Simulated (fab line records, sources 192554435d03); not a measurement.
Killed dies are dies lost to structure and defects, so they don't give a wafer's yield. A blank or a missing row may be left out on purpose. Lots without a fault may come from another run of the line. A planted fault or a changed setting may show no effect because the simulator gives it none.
fab line records | flow n5_finfet
record lots=8 wafers=24 last_day=17
route steps=1938 shown BEOL_M4@1111 BEOL_M14@1731 PASSIVATION@1936
lots that met no fault: from a run of the same line without faults
start_h: hours from the record's first day to the start of the lot's first wafer shown | wait_h: hours since the lot's step before | " the same as in the row above | L1.1+2: a row that stands for several wafers | - no value, or no start given | * or withheld: withheld | < > ~ a bound
route shown NAME@n: a module of which the file shows steps, and the number in the route of the first | usual: mean/standard deviation of fault-free wafers | same: alike in all rows | chamber/n: place in a boat | sites: the reading at each site | _std_site: their standard deviation | _edge_site: outer sites' mean less inner sites' | radius_mm: how far each site lies from the wafer's centre | mask NAME#n: copy n | behind: the tool/chamber that last shaped the wafer | hold: why the lot was held/for how many hours/how that ended | device: the transistor (n, p or np) that didn't switch | end of line: the same wafers' tests at the end of the route | a step without rows: its recipe alone | killed: dies lost to structure and defects at the first sort, not the wafer's yield | map: a wafer's dies, x killed, . not, _ none there
set.NAME: the setting as run; set.NAME@STEP: as run at that earlier step | model.NAME: the simulator's own value behind a step, which no gauge read
steps of the route over a sample of lots; a table a step, a row a wafer
services: from which hour (start_h, from the record's first day; less than 0 if before it) a tool's chamber was out of use, for how many hours, and why
## steps
# step N5_BEOL_M4_RC_MEAS_101
# usual DIBL_N=37.3/2.3 DIBL_P=37.4/2.9 IOFF_N=0.18/0.045 IOFF_P=0.25/0.054 ION_N=679/15 ION_P=468/9.7 SS_N=71.8/0.62 SS_P=73.6/0.76 VT_N=248/4.1 VT_P=-248/3.6
# columns lot.wafer tool chamber start_h wait_h DIBL_N[mV/V] DIBL_P[mV/V] IOFF_N[nA/um] IOFF_P[nA/um] ION_N[uA/um] ION_P[uA/um] SS_N[mV/dec] SS_P[mV/dec] VT_N[mV] VT_P[mV]
L671.4 prober-02 0 189.93 0.5 33.6 32.9 0.12 0.20 655 456 71.0 73.3 252 -247
L671.5 " 0 " " 32.9 33.4 0.12 0.20 667 469 70.7 72.9 255 -248
L671.6 " 0 " " 37.0 36.0 0.18 0.24 675 464 71.3 73.5 247 -249
L677.3 prober-02 0 216.15 0.3 40.4 39.5 0.25 0.31 708 483 72.6 74.4 242 -243
L677.5 " 0 " " 38.3 36.6 0.18 0.26 667 464 71.1 73.6 246 -245
L677.6 " 0 " " 38.9 38.0 0.20 0.27 701 481 72.2 73.5 245 -245
L678.2 prober-02 0 218.02 0.2 39.1 39.9 0.21 0.28 685 467 71.8 74.1 245 -247
L678.3 " 0 " " 38.3 37.7 0.19 0.24 680 461 71.5 72.9 248 -249
L678.5 " 0 " " 41.6 44.0 0.27 0.34 706 480 73.0 75.6 244 -245
L680.1 prober-02 0 236.47 0.0 38.0 39.3 0.22 0.24 696 471 71.9 73.7 245 -251
L680.4 " 0 " " 37.5 38.2 0.17 0.21 675 455 72.6 73.8 248 -253
L680.5 " 0 " " 39.2 40.2 0.25 0.26 702 467 71.9 73.8 242 -247
L687.1 prober-01 0 274.23 0.0 38.1 38.7 0.18 0.23 679 459 72.0 73.5 246 -250
L687.2 " 0 " " 39.1 39.5 0.20 0.24 674 458 71.9 73.8 246 -250
L687.3 " 0 " " 36.4 35.6 0.16 0.19 685 465 71.9 73.0 249 -252
L688.2 prober-02 0 274.66 0.2 39.6 38.4 0.19 0.25 683 464 71.9 74.1 248 -251
L688.4 " 0 " " 41.1 40.5 0.23 0.32 682 467 73.4 74.8 246 -244
L688.5 " 0 " " 36.8 33.9 0.14 0.17 653 449 71.7 72.3 255 -253
L691.2 prober-01 0 300.67 0.2 38.2 37.6 0.17 0.22 663 455 72.4 73.6 254 -252
L691.4 " 0 " " 38.9 41.0 0.22 0.31 688 470 72.6 74.6 244 -246
L691.5 " 0 " " 34.8 34.9 0.12 0.19 654 460 71.5 73.9 257 -251
L692.3 prober-02 0 301.76 0.3 38.2 36.8 0.19 0.30 680 476 71.5 73.7 246 -242
L692.4 " 0 " " 37.2 36.0 0.18 0.26 681 468 71.3 73.0 246 -246
L692.5 " 0 " " 34.7 33.0 0.13 0.21 675 472 71.0 72.6 251 -248
# step N5_BEOL_M14_VIA_ETCH_16
# recipe chemistry=C4F8/O2/Ar target=SiO2 he_inner_torr=15 he_outer_torr=30 target_depth_a=12313 time_s=withheld ion_energy_ev=800 pressure_mtorr=20 source_w=1905 bias_w=2040 Ar_flow_sccm=400 C4F8_flow_sccm=16 O2_flow_sccm=12 ends=cleared
# usual drypump_motor_current_A=5.6/0.41 he_outer_torr=30.00/0.061 oes_product_au=0.72/0.085 rf_vpp_V=2199/57 showerhead_plenum_p_Torr=3.39/0.09 throttle_valve_pct=30.9/0.36
# columns lot.wafer tool chamber start_h wait_h drypump_motor_current_A he_outer_torr oes_product_au rf_vpp_V showerhead_plenum_p_Torr throttle_valve_pct
L671.4 rie_diel-06 2 264.47 0.1 5.5 29.97 0.64 2264 3.39 31.1
L671.5 " 0 " " 5.7 30.01 0.81 2082 3.39 30.9
L671.6 " 3 " " 5.5 30.01 0.74 2223 3.37 31.1
L677.3 rie_diel-02 2 289.24 0.0 4.8 29.97 0.64 2185 3.48 30.4
L677.5 " 2 " " 4.8 29.95 0.64 2184 3.48 30.4
L677.6 " 3 " " 5.2 30.03 0.74 2220 3.34 31.2
L678.2 rie_diel-04 3 299.80 0.0 5.5 29.94 0.68 2192 3.35 31.2
L678.3 " 1 " " 5.1 30.00 0.65 2176 3.31 31.5
L678.5 " 1 " " 5.1 30.02 0.66 2176 3.31 31.6
L680.1 rie_diel-02 3 323.03 0.0 5.2 29.99 0.73 2222 3.34 31.2
L680.4 " 0 " " 5.9 29.91 0.85 2274 3.52 30.8
L680.5 " 2 " " 4.8 30.06 0.64 2186 3.47 30.4
L687.1 rie_diel-06 0 351.15 0.0 5.7 30.06 0.77 2082 3.37 30.9
L687.2 " 3 " " 5.5 29.99 0.71 2223 3.36 31.1
L687.3 " 1 " " 6.2 29.96 0.74 2325 3.31 31.0
L688.2 rie_diel-04 2 356.86 0.0 6.0 30.04 0.83 2137 3.37 30.6
L688.4 " 3 " " 5.5 30.00 0.66 2191 3.33 31.2
L688.5 " 2 " " 6.0 30.07 0.83 2136 3.37 30.6
L692.3 rie_diel-06 0 378.75 0.0 5.7 29.98 0.77 2079 3.37 30.9
L692.4 " 3 " " 5.5 30.00 0.70 2223 3.35 31.1
L692.5 " 2 " " 5.5 30.02 0.62 2263 3.37 31.1
L691.2 rie_diel-02 3 383.15 0.0 5.2 30.07 0.70 2219 3.32 31.2
L691.4 " 0 " " 5.9 29.99 0.80 2272 3.50 30.9
L691.5 " 1 " " 5.7 30.03 0.83 2196 3.61 30.4
# step N5_BEOL_M14_CD_MEAS_28
# recipe target_cd_nm=284.4 landing_energy_ev=500 detector=se_inlens
# usual cd_nm=285.8/2.2
# columns lot.wafer tool chamber start_h wait_h cd_nm
L671.4 cd_sem-03 0 265.06 - 286.3
L671.5 " 0 " " 287.4
L671.6 " 0 " " 285.9
L677.3 cd_sem-01 0 289.91 - 281.0
L677.5 " 0 " " 286.0
L677.6 " 0 " " 284.5
L678.2 cd_sem-03 0 300.60 - 289.1
L678.3 " 0 " " 288.3
L678.5 " 0 " " 287.9
L680.1 cd_sem-01 0 323.71 - 287.2
L680.4 " 0 " " 287.0
L680.5 " 0 " " 287.6
L687.1 cd_sem-01 0 351.95 - 284.8
L687.2 " 0 " " 286.1
L687.3 " 0 " " 285.5
L688.2 cd_sem-01 0 357.54 - 287.6
L688.4 " 0 " " 282.7
L688.5 " 0 " " 284.3
L692.3 cd_sem-02 0 379.56 - 288.4
L692.4 " 0 " " 287.0
L692.5 " 0 " " 291.5
L691.2 cd_sem-01 0 383.82 - 288.8
L691.4 " 0 " " 282.5
L691.5 " 0 " " 286.1
# step N5_BEOL_M14_TRENCH_ETCH_34
# recipe chemistry=C4F8/O2/Ar target=SiO2 target_depth_a=5566.5 mask_material=SOC he_inner_torr=15 he_outer_torr=30 time_s=126.9 ion_energy_ev=800 pressure_mtorr=20 source_w=1905 bias_w=2040 Ar_flow_sccm=400 C4F8_flow_sccm=16 O2_flow_sccm=12
# usual drypump_motor_current_A=5.6/0.38 he_outer_torr=30.01/0.059 oes_product_au=0.80/0.091 rf_vpp_V=2206/67 showerhead_plenum_p_Torr=3.39/0.087 throttle_valve_pct=30.9/0.32
# columns lot.wafer tool chamber start_h wait_h drypump_motor_current_A he_outer_torr oes_product_au rf_hours_counter_h rf_vpp_V showerhead_plenum_p_Torr throttle_valve_pct
L671.4 rie_diel-02 2 265.77 0.1 4.8 30.07 0.72 - 2186 3.48 30.4
L671.5 " 3 " " 5.2 30.05 0.84 - 2221 3.35 31.2
L671.6 " 1 " " 5.7 29.93 0.70 - 2163 3.24 30.4
L677.3 rie_diel-02 2 290.46 0.0 4.9 30.08 0.71 222 2186 3.47 30.4
L677.5 " 3 " " 5.2 29.97 0.82 - 2222 3.34 31.2
L677.6 " 0 " " 5.9 30.00 0.98 - 2273 3.52 30.9
L678.2 rie_diel-04 1 301.14 0.0 5.1 30.00 0.72 198 2176 3.31 31.6
L678.3 " 2 " " 6.0 29.98 0.67 253 2137 3.37 30.8
L678.5 " 2 " " 6.0 29.97 0.66 - 2136 3.37 30.8
L680.1 rie_diel-06 1 324.33 0.0 6.2 29.99 0.82 93 2327 3.31 31.0
L680.4 " 3 " " 5.5 30.07 0.79 118 2225 3.36 31.1
L680.5 " 2 " " 5.5 29.96 0.68 - 2264 3.38 31.1
L687.1 rie_diel-04 1 352.49 0.0 5.1 30.04 0.71 217 2175 3.30 31.6
L687.2 " 2 " " 6.0 29.90 0.93 13 2135 3.37 30.7
L687.3 " 0 " " 6.1 30.02 0.92 17 2166 3.50 30.7
L688.2 rie_diel-02 2 358.32 0.0 4.8 30.03 0.69 248 2185 3.46 30.4
L688.4 " 0 " " 5.9 30.01 0.91 29 2273 3.51 30.9
L688.5 " 1 " " 5.7 29.98 0.96 - 2196 3.62 30.4
L692.3 rie_diel-06 1 380.10 0.0 6.2 30.02 0.80 110 2326 3.31 31.0
L692.4 " 0 " " 5.7 29.96 0.86 - 2079 3.37 31.0
L692.5 " 3 " " 5.5 30.01 0.78 - 2221 3.35 31.2
L691.2 rie_diel-02 3 384.44 0.0 5.2 30.08 0.79 127 2222 3.32 31.2
L691.4 " 2 " " 4.8 30.05 0.98 1 2183 3.46 30.3
L691.5 " 0 " " 5.9 29.99 0.88 - 2273 3.50 30.9
# step N5_BEOL_M14_OCD_MEAS_35
# usual trench_depth_nm=555/18
# columns lot.wafer tool chamber start_h wait_h trench_depth_nm
L671.4 ocd-02 - 265.87 0.0 554
L671.5 " - " " 586
L671.6 " - " " 553
L677.3 ocd-02 - 290.61 0.0 545
L677.5 " - " " 576
L677.6 " - " " 559
L678.2 ocd-02 - 301.30 0.0 565
L678.3 " - " " 547
L678.5 " - " " 543
L680.1 ocd-02 - 324.48 0.0 548
L680.4 " - " " 551
L680.5 " - " " 521
L687.1 ocd-01 - 352.66 0.0 555
L687.2 " - " " 556
L687.3 " - " " 556
L688.2 ocd-02 - 358.48 0.0 195
L688.4 " - " " 202
L688.5 " - " " 549
L692.3 ocd-02 - 380.26 0.0 545
L692.4 " - " " 587
L692.5 " - " " 558
L691.2 ocd-02 - 384.59 0.0 209
L691.4 " - " " 199
L691.5 " - " " 553
# step N5_BEOL_M14_STRIP_37
# recipe chemistry=O2 power_w=600 temp_c=60 pressure_mtorr=30 rf_frequency_hz=6e+07 bias_power_w=0 overash_fraction=0.3 o2_flow_sccm=225
# usual drypump_motor_current_A=5.6/0.4 oes_product_au=0.79/0.091 rf_vpp_V=3.7/1 showerhead_plenum_p_Torr=2.06/0.073 throttle_valve_pct=16.70/0.22
# columns lot.wafer tool chamber start_h wait_h drypump_motor_current_A oes_product_au rf_hours_counter_h rf_vpp_V showerhead_plenum_p_Torr throttle_valve_pct
L671.4 rie_diel-04 0 266.47 0.6 6.1 0.69 244 5.0 2.17 16.87
L671.5 " 0 " " 6.1 0.70 - 3.8 2.17 16.92
L671.6 " 3 " " 5.5 0.74 - 4.0 2.03 16.83
L677.3 rie_diel-06 0 291.47 0.9 5.7 0.89 34 3.8 2.03 16.34
L677.5 " 3 " " 5.5 0.80 - 3.8 2.02 16.64
L677.6 " 0 " " 5.7 0.88 - 3.4 2.04 16.35
L678.2 rie_diel-04 2 301.38 0.1 6.0 0.67 253 3.7 2.05 16.80
L678.3 " 1 " " 5.1 0.72 198 5.1 1.98 16.96
L678.5 " 3 " " 5.5 0.74 - 5.4 2.02 16.87
L680.1 rie_diel-02 3 327.53 3.1 5.2 0.77 104 3.0 2.01 16.78
L680.4 " 0 " " 5.9 0.95 - 3.4 2.16 16.43
L680.5 " 2 " " 4.8 0.71 - 2.9 2.16 16.82
L687.1 rie_diel-04 2 353.13 0.5 6.0 0.94 13 2.6 2.05 16.35
L687.2 " 0 " " 6.1 0.93 18 4.0 2.16 16.51
L687.3 " 3 " " 5.5 0.72 182 3.6 2.02 16.90
L688.2 rie_diel-06 0 358.53 0.0 5.7 0.87 59 5.0 2.03 16.44
L688.4 " 3 " " 5.5 0.78 130 3.9 2.01 16.67
L688.5 " 2 " " 5.5 0.70 - 5.6 2.06 17.06
L692.3 rie_diel-02 3 380.51 0.3 5.2 0.75 125 3.1 2.01 16.78
L692.4 " 1 " " 5.7 0.94 - 4.6 2.22 16.22
L692.5 " 3 " " 5.2 0.75 - 4.9 2.01 16.83
L691.2 rie_diel-04 2 384.69 0.1 6.0 0.92 23 3.8 2.04 16.38
L691.4 " 3 " " 5.5 0.72 193 4.7 2.01 16.90
L691.5 " 0 " " 6.1 0.89 - 2.6 2.16 16.51
# step N5_BEOL_M14_THK_MEAS_50
# recipe thk_meas_gauge=xrf reads=Cu_of_BEOL_M14_ECD_47
# usual M14_THK=562/18
# columns lot.wafer tool chamber start_h wait_h M14_THK[nm]
L671.4 film_metro-01 - 268.57 - 564
L671.5 " - " " 595
L671.6 " - " " 563
L677.3 film_metro-02 - 293.07 - 551
L677.5 " - " " 583
L677.6 " - " " 565
L678.2 film_metro-02 - 302.89 - 575
L678.3 " - " " 553
L678.5 " - " " 555
L680.1 film_metro-01 - 329.32 - 555
L680.4 " - " " 557
L680.5 " - " " 530
L687.1 film_metro-01 - 355.19 - 566
L687.2 " - " " 564
L687.3 " - " " 571
L688.2 film_metro-02 - 361.62 - 198
L688.4 " - " " 206
L688.5 " - " " 557
L692.3 film_metro-01 - 382.82 - 557
L692.4 " - " " 600
L692.5 " - " " 570
L691.2 film_metro-01 - 386.74 - 214
L691.4 " - " " 201
L691.5 " - " " 558
# step N5_BEOL_M14_RS_MEAS_54
# recipe thk_meas_gauge=four-point-probe reads=Cu_of_BEOL_M14_ECD_47+Ta_of_BEOL_M14_SPUTTER_44+TaN_of_BEOL_M14_SPUTTER_43
# usual M14_RS=0.0333/0.0011
# columns lot.wafer tool chamber start_h wait_h M14_RS[ohm/sq]
L671.4 film_metro-01 - 268.69 0.0 0.0333
L671.5 " - " " 0.0315
L671.6 " - " " 0.0332
L677.3 film_metro-01 - 293.20 0.1 0.0338
L677.5 " - " " 0.0321
L677.6 " - " " 0.0328
L678.2 film_metro-01 - 303.02 0.1 0.0327
L678.3 " - " " 0.0339
L678.5 " - " " 0.0340
L680.1 film_metro-01 - 329.48 0.1 0.0337
L680.4 " - " " 0.0336
L680.5 " - " " 0.0356
L687.1 film_metro-02 - 355.32 0.0 0.0332
L687.2 " - " " 0.0332
L687.3 " - " " 0.0332
L688.2 film_metro-01 - 361.75 0.1 0.0985
L688.4 " - " " 0.0949
L688.5 " - " " 0.0336
L692.3 film_metro-01 - 382.95 0.1 0.0340
L692.4 " - " " 0.0314
L692.5 " - " " 0.0332
L691.2 film_metro-02 - 386.87 0.1 0.0909
L691.4 " - " " 0.0966
L691.5 " - " " 0.0335
# step N5_PASSIVATION_PROBE_49
# usual defect_limited_yield=91.3/1.5 killed_at_M0_to_M3=35/8.7 killed_at_M4_up=14/5.5 killed_at_contacts=11/5.6 killed_at_front_end=39/13 killed_at_other=3.7/2.2 killed_dies=103/18 killed_on_rim=14/4.4 killed_open=69/14 killed_short=33/7.8 sort_bin_5_function=5.1/0.99 sort_bin_6_memory=3.3/0.67 sort_bin_8_speed=0.02/0.17 sort_n_pass=1077/18
# same gross_dies=1180 killed_at_back_side=0 sort_bin_4_leakage[%]=0
# columns lot.wafer tool chamber start_h wait_h defect_limited_yield[%] killed_at_M0_to_M3 killed_at_M4_up killed_at_contacts killed_at_front_end killed_at_other killed_dies killed_on_rim killed_open killed_short sort_bin_5_function[%] sort_bin_6_memory[%] sort_bin_8_speed[%] sort_n_pass
L671.4 prober-01 - 294.20 0.2 91.7 42 13 10 32 1 98 11 65 33 5.2 2.8 0 1082
L671.5 prober-01 - 294.25 0.2 90.8 42 12 12 34 8 108 21 70 37 5.3 3.7 0 1072
L671.6 prober-01 - 294.30 0.3 89.8 46 8 13 48 5 120 15 76 42 6.3 3.1 0 1060
L677.3 prober-01 - 312.96 0.1 91.1 28 26 25 21 5 105 13 70 35 5.6 3.1 0 1075
L677.5 prober-01 - 313.06 0.2 90.9 30 22 14 36 5 107 16 76 31 5.8 2.8 0 1073
L677.6 prober-01 - 313.11 0.3 92.5 27 11 21 29 0 88 6 63 25 4.3 3.0 0 1092
L678.2 prober-01 - 325.68 0.1 91.3 40 21 3 35 4 103 9 71 30 4.8 3.8 0 1077
L678.3 prober-01 - 325.73 0.1 90.4 38 16 6 50 3 113 13 73 33 5.5 3.6 0 1067
L678.5 prober-01 - 325.83 0.2 91.2 30 12 7 49 6 104 13 58 44 5.4 3.1 0 1076
L680.1 prober-02 - 350.42 0.0 94.1 31 7 13 18 1 70 7 46 24 3.8 1.9 0 1110
L680.4 prober-02 - 350.57 0.2 91.1 34 15 19 33 4 105 18 79 26 6.0 2.5 0 1075
L680.5 prober-02 - 350.62 0.2 93.5 34 4 10 28 1 77 9 44 33 3.6 2.5 0 1103
L687.1 prober-02 - 377.61 0.0 89.4 52 12 12 45 4 125 14 64 58 5.6 4.6 0 1055
L687.2 prober-02 - 377.66 0.1 92.6 37 8 9 28 5 87 13 49 36 4.3 2.8 0 1093
L687.3 prober-02 - 377.71 0.1 91.0 37 15 20 27 7 106 17 69 35 5.2 3.4 0 1074
L688.2 prober-02 - 381.77 0.1 15.2 35 920 11 32 3 1001 130 64 25 81.8 3.0 0 179
L688.4 prober-02 - 381.87 0.2 17.7 38 874 4 47 8 971 125 86 23 5.6 3.6 72.97 209
L688.5 prober-02 - 381.92 0.2 90.3 36 9 15 51 3 114 20 80 32 5.5 3.6 0.08 1065
L692.3 prober-01 - 405.04 0.1 89.2 34 13 15 63 3 128 18 88 39 6.3 4.4 0 1052
L692.4 prober-01 - 405.09 0.2 91.2 31 19 8 45 1 104 12 65 36 5.4 2.9 0 1076
L692.5 prober-01 - 405.14 0.2 88.8 37 22 20 50 3 132 23 90 37 6.8 4.3 0 1048
L691.2 prober-02 - 415.42 0.1 28.1 24 764 7 52 2 849 114 77 29 5.1 3.9 62.54 331
L691.4 prober-02 - 415.52 0.2 12.5 27 935 7 61 2 1032 133 74 32 84.1 3.1 0 148
L691.5 prober-02 - 415.57 0.2 90.4 30 22 10 44 7 113 13 82 31 6.0 3.3 0 1067
# killed by level:class
L671.4 BEOL_M0_SAQP:geometric_particle:short=14 BEOL_M0_SAQP:geometric_particle:open=10 BEOL_M3:geometric_particle:open=9 FIN_SAQP:geometric_particle:open=8 GATE_CUT:geometric_particle:open=7 MOL_CONTACT_COAG:geometric_particle:open=6 FIN_SAQP:geometric_particle:short=5 BEOL_M4:geometric_particle:open=5
L671.5 BEOL_M0_SAQP:geometric_particle:open=17 BEOL_M0_SAQP:geometric_particle:short=13 MOL_CONTACT_COAG:geometric_particle:open=10 DUMMY_GATE:geometric_particle:open=8 STI_FIN_REVEAL:geometric_particle:open=6 FIN_SAQP:geometric_particle:short=5 BEOL_M3:geometric_particle:open=5 FIN_SAQP:geometric_particle:open=3
L671.6 BEOL_M0_SAQP:geometric_particle:short=13 STI_FIN_REVEAL:geometric_particle:open=12 MOL_CONTACT_COAG:geometric_particle:open=10 BEOL_M0_SAQP:geometric_particle:open=9 BEOL_M3:geometric_particle:open=9 GATE_CUT:geometric_particle:open=8 GATE_CUT:geometric_particle:short=7 BEOL_M1:geometric_particle:open=6
L677.3 MOL_CONTACT_COAG:geometric_particle:open=19 GATE_CUT:geometric_particle:short=8 BEOL_M1:geometric_particle:open=8 BEOL_M4:geometric_particle:open=8 MOL_CONTACT_COAG:geometric_particle:short=6 BEOL_M0_SAQP:geometric_particle:open=6 BEOL_M0_SAQP:geometric_particle:short=5 BEOL_M7:geometric_particle:open=5
L677.5 BEOL_M2:geometric_particle:open=12 MOL_CONTACT_COAG:geometric_particle:open=10 DUMMY_GATE:geometric_particle:open=7 BEOL_M1:geometric_particle:open=7 STI_FIN_REVEAL:geometric_particle:open=6 BEOL_M5:geometric_particle:open=6 BEOL_M4:geometric_particle:open=5 FIN_SAQP:geometric_particle:short=4
L677.6 MOL_CONTACT_COAG:geometric_particle:open=18 BEOL_M1:geometric_particle:open=11 FIN_SAQP:geometric_particle:short=5 DUMMY_GATE:geometric_particle:open=5 BEOL_M2:geometric_particle:open=5 STI_FIN_REVEAL:geometric_particle:open=4 GATE_CUT:geometric_particle:short=4 BEOL_M1:geometric_particle:short=4
L678.2 BEOL_M2:geometric_particle:open=11 BEOL_M1:geometric_particle:open=9 BEOL_M4:geometric_particle:open=9 FIN_SAQP:geometric_particle:short=8 FIN_SAQP:geometric_particle:open=8 BEOL_M0_SAQP:geometric_particle:short=6 BEOL_M0:geometric_particle:open=5 DUMMY_GATE:geometric_particle:open=4
L678.3 BEOL_M3:geometric_particle:open=13 STI_FIN_REVEAL:geometric_particle:open=11 FIN_SAQP:geometric_particle:open=10 FIN_SAQP:geometric_particle:short=7 BEOL_M0_SAQP:geometric_particle:short=7 STARTING-WAFER:geometric_particle:short=7 DUMMY_GATE:geometric_particle:open=5 MOL_CONTACT_COAG:geometric_particle:open=5
L678.5 FIN_SAQP:geometric_particle:short=22 FIN_SAQP:geometric_particle:open=12 BEOL_M3:geometric_particle:open=9 MOL_CONTACT_COAG:geometric_particle:open=7 BEOL_M0_SAQP:geometric_particle:short=6 STI_FIN_REVEAL:geometric_particle:open=5 BEOL_M1:geometric_particle:open=5 BEOL_M0_SAQP:geometric_particle:open=4
L680.1 MOL_CONTACT_COAG:geometric_particle:open=12 BEOL_M0_SAQP:geometric_particle:short=7 BEOL_M1:geometric_particle:open=6 BEOL_M0:geometric_particle:open=5 BEOL_M3:geometric_particle:open=5 FIN_SAQP:geometric_particle:open=4 STI_FIN_REVEAL:geometric_particle:open=4 FIN_SAQP:geometric_particle:short=3
L680.4 MOL_CONTACT_COAG:geometric_particle:open=16 FIN_SAQP:geometric_particle:open=14 BEOL_M2:geometric_particle:open=11 FIN_SAQP:geometric_particle:short=9 BEOL_M0_SAQP:geometric_particle:open=9 BEOL_M4:geometric_particle:open=9 BEOL_M3:geometric_particle:open=5 MOL_CONTACT_COAG:geometric_particle:short=3
L680.5 FIN_SAQP:geometric_particle:open=9 BEOL_M0_SAQP:geometric_particle:short=9 FIN_SAQP:geometric_particle:short=8 BEOL_M0_SAQP:geometric_particle:open=8 MOL_CONTACT_COAG:geometric_particle:open=7 BEOL_M1:geometric_particle:open=5 MOL_CONTACT_COAG:geometric_particle:short=3 BEOL_M3:geometric_particle:open=3
L687.1 BEOL_M0_SAQP:geometric_particle:short=14 MOL_CONTACT_COAG:geometric_particle:open=9 BEOL_M2:geometric_particle:open=9 FIN_SAQP:geometric_particle:short=8 GATE_CUT:geometric_particle:short=8 BEOL_M0_SAQP:geometric_particle:open=7 BEOL_M1:geometric_particle:open=7 BEOL_M3:geometric_particle:open=6
L687.2 BEOL_M0_SAQP:geometric_particle:short=11 BEOL_M0_SAQP:geometric_particle:open=11 STI_FIN_REVEAL:geometric_particle:open=8 MOL_CONTACT_COAG:geometric_particle:open=7 FIN_SAQP:geometric_particle:short=6 BEOL_M2:geometric_particle:open=5 BEOL_M2:geometric_particle:short=4 DUMMY_GATE:geometric_particle:short=3
L687.3 MOL_CONTACT_COAG:geometric_particle:open=15 BEOL_M0_SAQP:geometric_particle:short=12 BEOL_M2:geometric_particle:open=7 BEOL_M4:geometric_particle:open=7 DUMMY_GATE:geometric_particle:open=6 BEOL_M0_SAQP:geometric_particle:open=6 GATE_CUT:geometric_particle:short=5 MOL_CONTACT_COAG:geometric_particle:short=5
L688.2 BEOL_M14:area_ecd=912 BEOL_M2:geometric_particle:open=11 MOL_CONTACT_COAG:geometric_particle:open=9 BEOL_M3:geometric_particle:open=8 GATE_CUT:geometric_particle:open=6 STI_FIN_REVEAL:geometric_particle:open=4 DUMMY_GATE:geometric_particle:open=4 BEOL_M0_SAQP:geometric_particle:short=4
L688.4 BEOL_M14:area_ecd=860 BEOL_M3:geometric_particle:open=18 STI_FIN_REVEAL:geometric_particle:open=11 FIN_SAQP:geometric_particle:open=9 DUMMY_GATE:geometric_particle:open=6 BEOL_M1:geometric_particle:open=6 BEOL_M2:geometric_particle:open=5 PAD_METAL:geometric_particle:open=4
L688.5 BEOL_M0_SAQP:geometric_particle:open=13 MOL_CONTACT_COAG:geometric_particle:open=12 STI_FIN_REVEAL:geometric_particle:open=9 FIN_SAQP:geometric_particle:open=8 ILD0:geometric_particle:short=7 BEOL_M2:geometric_particle:open=7 BEOL_M0_SAQP:geometric_particle:short=5 BEOL_M1:geometric_particle:open=5
L692.3 FIN_SAQP:geometric_particle:open=25 MOL_CONTACT_COAG:geometric_particle:open=14 STI_FIN_REVEAL:geometric_particle:open=13 FIN_SAQP:geometric_particle:short=12 BEOL_M0_SAQP:geometric_particle:open=12 BEOL_M3:geometric_particle:open=6 BEOL_M0_SAQP:geometric_particle:short=5 BEOL_M4:geometric_particle:open=5
L692.4 FIN_SAQP:geometric_particle:open=12 BEOL_M0_SAQP:geometric_particle:short=7 BEOL_M4:geometric_particle:open=7 MOL_CONTACT_COAG:geometric_particle:open=6 GATE_CUT:geometric_particle:short=5 BEOL_M0_SAQP:geometric_particle:open=5 BEOL_M0:geometric_particle:short=5 GATE_CUT:geometric_particle:open=4
L692.5 FIN_SAQP:geometric_particle:open=16 MOL_CONTACT_COAG:geometric_particle:open=15 FIN_SAQP:geometric_particle:short=12 BEOL_M0_SAQP:geometric_particle:open=11 BEOL_M4:geometric_particle:open=10 STI_FIN_REVEAL:geometric_particle:open=10 BEOL_M1:geometric_particle:open=7 BEOL_M0_SAQP:geometric_particle:short=5
L691.2 BEOL_M14:area_ecd=738 FIN_SAQP:geometric_particle:open=20 BEOL_M4:geometric_particle:open=10 FIN_SAQP:geometric_particle:short=8 BEOL_M3:geometric_particle:open=7 MOL_CONTACT_COAG:geometric_particle:open=6 STI_FIN_REVEAL:geometric_particle:open=4 BEOL_M2:geometric_particle:open=4
L691.4 BEOL_M14:area_ecd=924 STI_FIN_REVEAL:geometric_particle:open=29 DUMMY_GATE:geometric_particle:open=6 MOL_CONTACT_COAG:geometric_particle:open=6 BEOL_M1:geometric_particle:open=5 BEOL_M3:geometric_particle:open=5 BEOL_M3:geometric_particle:short=5 BEOL_M4:geometric_particle:open=5
L691.5 BEOL_M4:geometric_particle:open=16 STI_FIN_REVEAL:geometric_particle:open=14 MOL_CONTACT_COAG:geometric_particle:open=10 FIN_SAQP:geometric_particle:open=9 GATE_CUT:geometric_particle:short=9 BEOL_M1:geometric_particle:open=9 BEOL_M0_SAQP:geometric_particle:short=7 BEOL_M0_SAQP:geometric_particle:open=6
## services
# columns tool chamber start_h hours kind
rie_diel-02 0 240.73 - clean
rie_diel-02 0 240.73 - consumable_replace:focus_ring
rie_diel-02 0 240.73 20.3 scheduled_down
rie_diel-02 0 240.73 20.3 vent_cycle
rie_diel-06 0 247.66 11.7 repair
rie_diel-04 3 275.02 10.0 repair
rie_diel-06 3 280.34 5.1 repair
rie_diel-04 0 285.05 - clean
rie_diel-04 0 285.05 - consumable_replace:focus_ring
rie_diel-04 0 285.05 18.8 scheduled_down
rie_diel-04 0 285.05 18.8 vent_cycle
rie_diel-04 2 304.11 - clean
rie_diel-04 2 304.11 - consumable_replace:focus_ring
rie_diel-04 2 304.11 12.8 scheduled_down
rie_diel-02 1 317.81 - clean
rie_diel-02 1 317.81 - consumable_replace:focus_ring
rie_diel-02 1 317.81 - consumable_replace:showerhead
rie_diel-02 1 317.81 17.8 scheduled_down
rie_diel-02 1 317.81 17.8 vent_cycle
rie_diel-04 2 361.65 6.5 repair
rie_diel-02 2 366.02 - clean
rie_diel-02 2 366.02 - consumable_replace:focus_ring
rie_diel-02 2 366.02 15.2 scheduled_down
rie_diel-02 2 366.02 15.2 vent_cycle
## key
first_sign step=N5_BEOL_M14_OCD_MEAS_35 reading=trench_depth_nm direction=down sigmas=20 usual=555 struck=201
effect step=N5_BEOL_M14_THK_MEAS_50 reading=M14_THK direction=down sigmas=19 usual=562 struck=205
effect step=N5_BEOL_M14_RS_MEAS_54 reading=M14_RS direction=up sigmas=58 usual=0.0333 struck=0.0952
effect step=N5_PASSIVATION_PROBE_49 reading=sort_bin_8_speed direction=up sigmas=99+ usual=0.02 struck=33.88 wafers_moved=2
more_kills_born_at N5_BEOL_M14_ECD_47@ecd_cu-01=3434
met_at N5_BEOL_M14_TRENCH_ETCH_34
struck_lots L688,L691
struck_wafers L688.2,L688.4,L691.2,L691.4
later_rows_left_out L688.2,L688.4,L691.2,L691.4
not_acting_at N5_BEOL_M14_VIA_ETCH_16,N5_BEOL_M14_CD_MEAS_28,N5_BEOL_M14_STRIP_37
onset_between 290.46 358.32
fault kind=process_parameter_drift tool=rie_diel-02 chamber=- onset_h=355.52 steps=N5_BEOL_M14_TRENCH_ETCH_34 channel=time_s offset=* shape=step end_h=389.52 scope=struck_wafers_only acts_in=* stated=*
# later_rows_left_out: the simulator's readings of these wafers behind a module that went badly wrong aren't trusted and aren't shown, but for the sort
